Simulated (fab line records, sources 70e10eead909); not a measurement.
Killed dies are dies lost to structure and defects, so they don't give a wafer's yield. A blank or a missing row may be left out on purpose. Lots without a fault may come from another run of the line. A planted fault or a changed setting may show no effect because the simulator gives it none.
A struck lot beside a sound one | flow nand_harc | 14 steps out of a route of 1302
Sound: wafers L562.4, L562.5, L562.6. Struck: wafer L568.1. (L568.2, L568.3 of the same lot were not struck and are left out.) The cause comes at the end.
At each step with rows: each side's tool, then ch and its chambers, then its first start. Under that, the readings that differ: sound wafers | struck wafers | difference of the means | sigmas: that difference in standard deviations of wafers without a fault.
alike: readings whose means differ by less than 2 such deviations, and words and numbers that are the same on both sides. not compared: withheld readings, readings that some wafer has no value for, bounds like >300 that may hide the same value, and numbers for which the record gives no deviation and whose values overlap.
The two part at a step that has a row with sigmas, a row that says differs or no value, or rows on one side only. Numbers that don't overlap but have no deviation are shown without sigmas and don't part them. A reading that every wafer of one side lacks parts them only if that side has two wafers or more.

NHARC_A_ONON_D1_THK_MEAS_30: measures by ellipsometry.
  sound on film_metro-02, day 9 04:36; struck on film_metro-01, day 11 13:11
  alike: thk_nm
NHARC_A_ONON_D1_DEP_33: deposits SiO2, target thk 200 nm.
  sound on pecvd-01 ch 0,1,2, day 9 04:48; struck on pecvd-04 ch 1, day 11 13:14
  alike: heater_power_w, throttle_valve_pct
NHARC_A_ONON_D1_THK_MEAS_34: measures by ellipsometry.
  sound on film_metro-02, day 9 05:05; struck on film_metro-01, day 11 14:11
  alike: thk_nm
NHARC_A_ONON_D1_INSPECT_32:
  sound on defect_inspect-01, day 9 05:08; struck on defect_inspect-01, day 11 14:15
  alike: raw_defect_count
NHARC_A_CHANNEL_HOLE_D1_DEP_00: deposits aC, target thk 3100 nm.
  sound on acl_dep-03 ch 0, day 9 08:54; struck on acl_dep-01 ch 0, day 11 17:11
  reading                | sound                | struck | difference | sigmas
  throttle_valve_pct (%) | 35.014 35.013 35.011 | 34.988 | -0.025     | -3
NHARC_A_CHANNEL_HOLE_D1_DEP_01: deposits SiON, target thk 140 nm.
  sound on pecvd-02 ch 0,2, day 9 10:02; struck on pecvd-04 ch 1, day 11 19:08
  alike: heater_power_w
then, 5 steps without rows for these wafers: NHARC_A_CHANNEL_HOLE_D1_DEHYDRATE_02 (time 120 s); NHARC_A_CHANNEL_HOLE_D1_HMDS_03 (time 30 s); NHARC_A_CHANNEL_HOLE_D1_COAT_36 (time 75 s); NHARC_A_CHANNEL_HOLE_D1_COAT_37 (time 65 s); NHARC_A_CHANNEL_HOLE_D1_COAT_04 (resist thk 90 nm).
NHARC_A_CHANNEL_HOLE_D1_SOFTBAKE_05: time 55 s.
  sound on litho_track-06 ch 0, day 9 10:00; struck on litho_track-01 ch 0, day 11 19:00
  reading                  | sound                | struck | difference | sigmas
  heater_power_total_W (W) | 188.34 188.45 188.59 | 222.63 | +34.17     | +99 or more
then, 1 step without rows for these wafers: NHARC_A_CHANNEL_HOLE_D1_EBR_06.
NHARC_END_SORT_01:
  the record has rows for the sound wafers here (prober-02 ch 0, day 25 11:34) and none for the struck ones

WHERE THEY PART
First at NHARC_A_CHANNEL_HOLE_D1_DEP_00; last, within this record, at NHARC_END_SORT_01.

WHY: what the simulator had put in
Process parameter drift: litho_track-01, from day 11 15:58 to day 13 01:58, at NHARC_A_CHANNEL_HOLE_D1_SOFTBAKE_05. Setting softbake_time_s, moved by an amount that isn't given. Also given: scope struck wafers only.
